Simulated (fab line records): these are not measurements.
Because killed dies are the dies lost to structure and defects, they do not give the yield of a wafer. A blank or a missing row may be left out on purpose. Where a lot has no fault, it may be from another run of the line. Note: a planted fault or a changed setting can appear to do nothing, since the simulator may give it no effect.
Struck lot and sound lot, side by side / flow nand harc / 13 steps out of a route of 1159
Sound: the wafers L830.1, L830.2, L830.6. Wafers struck: L841.2, L841.3, L841.6. At the end, the cause is stated.
Per side, at each step with rows, come the tool, then ch with its chambers, and then its first start. Under that, the readings that differ: sound wafers / struck wafers / difference of the means / sigmas: that difference in standard deviations of wafers without a fault.
alike: readings whose means differ by less than 2 such deviations, and words and numbers that are the same on both sides. not compared: withheld readings, readings that some wafer has no value for, bounds like >300 that may hide the same value, and numbers for which the record gives no deviation and whose values overlap.
Wherever a step has rows on one side only, a row that says differs or no value, or a row with sigmas, the two part there. Numbers that have no deviation but don't overlap get no sigmas and don't part them. A reading that every wafer of one side lacks parts them only if that side has two wafers or more.

NHARC_A_SLIT_ETCH_26: etches the open film in C4F8/O2/Ar, time 90 s, target depth 400 nm.
  sound on har etch-02 ch 0,1, day 14 22:53; struck on har etch-02 ch 0,1, day 17 18:16
  alike: drypump motor current A, he backside leak sccm, showerhead plenum p Torr, throttle valve pct
  not compared: rf hours counter h
then, 1 step without rows for these wafers: NHARC_A_SLIT_STRIP_28 (strips in O2/COS).
NHARC_A_SLIT_ETCH_29: etches the open film in CF4/O2, target depth 100 nm, overetch 10 nm, time 55 s.
  sound on rie diel-11 ch 0,1, day 14 23:30; struck on rie diel-04 ch 0,1, day 17 18:55
  alike: drypump motor current A, oes_f_703_au, oes product au, rf vpp V, showerhead plenum p Torr, throttle valve pct
  not compared: rf hours counter h
NHARC_A_SLIT_STRIP_18: strips in O2.
  sound on rie diel-11 ch 0,1; struck on rie diel-04 ch 0,1
  alike: drypump motor current A, oes product au, rf vpp V, showerhead plenum p Torr, throttle valve pct
  not compared: rf hours counter h
then, 2 steps without rows for these wafers: NHARC_A_SLIT_PRECLEAN_19 (cleans in SC1); NHARC_A_SLIT_SRD_20.
NHARC_A_SLIT_CD_MEAS_21:
  sound on cd sem-02 at day 15 00:02; struck on cd sem-03 at day 17 19:31
  alike: cd nm
then, 3 steps without rows for these wafers: NHARC_A_SIN_REMOVE_WET_00 (chemistry H3PO4, time 15300 s); NHARC_A_SIN_REMOVE_PRECLEAN_01 (cleans in SC1); NHARC_A_SIN_REMOVE_SRD_02.
NHARC_A_SIN_REMOVE_INSPECT_04:
  sound on defect inspect-02 at day 15 07:46; struck on defect inspect-01 at day 18 03:03
  alike: raw defect count
NHARC_A_WL_FILL_ALD_00: deposits Al2O3, target thk 3 nm, pulse time 3 s, ald cycles 30.
  sound on ald hk-01 ch 0,2,3, day 15 07:53; struck on ald hk-02 ch 0,1,2, day 18 03:18
  no value came back on the struck wafers for ald cycles, heater power outer w (W), heater power w (W), precursor pulse height rel; on the sound wafers ald cycles reads 30 30 30
NHARC_A_WL_FILL_RTA_01: time 5 s.
  sound on rtp anneal-01 ch 0, day 15 08:05; struck on rtp anneal-01 ch 0, day 18 03:34
  alike: lamp power pct, lamp_zone_1_pct, lamp_zone_4_pct, wafer_temp_C_max

## WHERE THEY PART
At NHARC_A_WL_FILL_ALD_00 and nowhere else, as far as this record goes. Later steps at which nothing parts them and some readings are alike: NHARC_A_WL_FILL_RTA_01.

WHY: what the simulator had put in
Step skipped in full: ald hk-02, at NHARC_A_WL_FILL_ALD_00, from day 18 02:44 onward. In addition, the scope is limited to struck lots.
